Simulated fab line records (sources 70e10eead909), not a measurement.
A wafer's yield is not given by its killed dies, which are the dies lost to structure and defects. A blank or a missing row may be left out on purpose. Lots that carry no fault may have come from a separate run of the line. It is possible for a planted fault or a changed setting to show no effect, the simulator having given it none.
Matching of chambers / flow nandHarc / 4 sister chambers for NHARC_P_M1_ETCH_35 on rieDiel-04
The step etches the open film in N2/H2, target depth 40 nm, overetch 12 nm, time 43.94 s. 8 wafers are shown with their chamber, then 12 later ones without.

WAFERS WITH THEIR CHAMBER
wafer=L078.2; chamber=3; rfVppV (V)=429.3; oesProductAu (a.u.)=1.012
wafer=L085.1; chamber=0; rfVppV (V)=434.9; oesProductAu (a.u.)=0.983
wafer=L087.1; chamber=2; rfVppV (V)=432.9; oesProductAu (a.u.)=0.987
wafer=L087.4; chamber=1; rfVppV (V)=434.1; oesProductAu (a.u.)=1.006
wafer=L087.6; chamber=3; rfVppV (V)=430.5; oesProductAu (a.u.)=1.002
wafer=L088.1; chamber=0; rfVppV (V)=433.5; oesProductAu (a.u.)=1.001
wafer=L088.2; chamber=2; rfVppV (V)=433.1; oesProductAu (a.u.)=1.003
wafer=L088.3; chamber=1; rfVppV (V)=432.8; oesProductAu (a.u.)=1.010

WAFERS WITH NO CHAMBER GIVEN
wafer=L091.1; rfVppV (V)=433.2; oesProductAu (a.u.)=0.994
wafer=L091.3; rfVppV (V)=433.4; oesProductAu (a.u.)=1.002
wafer=L091.5; rfVppV (V)=433.3; oesProductAu (a.u.)=1.006
wafer=L092.3; rfVppV (V)=431.0; oesProductAu (a.u.)=1.015
wafer=L092.4; rfVppV (V)=436.3; oesProductAu (a.u.)=0.997
wafer=L092.6; rfVppV (V)=433.9; oesProductAu (a.u.)=1.002
wafer=L094.1; rfVppV (V)=429.1; oesProductAu (a.u.)=1.010
wafer=L094.2; rfVppV (V)=434.2; oesProductAu (a.u.)=0.988
wafer=L094.5; rfVppV (V)=430.6; oesProductAu (a.u.)=0.991
wafer=L096.2; rfVppV (V)=433.6; oesProductAu (a.u.)=0.996
wafer=L096.3; rfVppV (V)=434.6; oesProductAu (a.u.)=1.004
wafer=L096.5; rfVppV (V)=433.7; oesProductAu (a.u.)=0.990

CHAMBER TAKEN BY EACH
wafer=L091.1; from the rows above=can't be placed: 2 or 0 or 1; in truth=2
wafer=L091.3; from the rows above=can't be placed: 1 or 2 or 0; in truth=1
wafer=L091.5; from the rows above=can't be placed: 1 or 2 or 0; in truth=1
wafer=L092.3; from the rows above=can't be placed: 3 or 1 or 2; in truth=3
wafer=L092.4; from the rows above=can't be placed: 0 or 1 or 2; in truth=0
wafer=L092.6; from the rows above=can't be placed: 1 or 0 or 2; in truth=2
wafer=L094.1; from the rows above=3; in truth=3
wafer=L094.2; from the rows above=can't be placed: 0 or 2 or 1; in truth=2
wafer=L094.5; from the rows above=can't be placed: 3 or 2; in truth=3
wafer=L096.2; from the rows above=can't be placed: 2 or 0 or 1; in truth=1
wafer=L096.3; from the rows above=can't be placed: 0 or 1 or 2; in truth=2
wafer=L096.5; from the rows above=can't be placed: 0 or 2 or 1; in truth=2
Correctly placed: 1 of 12. Cannot be placed on the basis of these rows: 11; the candidates contain the true chamber in 11. Wrongly placed: 0.
How it was worked out, from the rows above alone: a wafer's distance from a chamber is the root of the sum, over the readings, of the square of ((its reading less the chamber's mean) divided by the reading's scatter). The wafer belongs to the nearest chamber; if the next one is less than 2 further off, it can't be placed. Each chamber's mean is taken over the wafers shown for it. How the scatter is found: for the shown wafers, subtract from each reading the mean of its chamber, square and add these, divide the total by (wafers less chambers), then take the root.
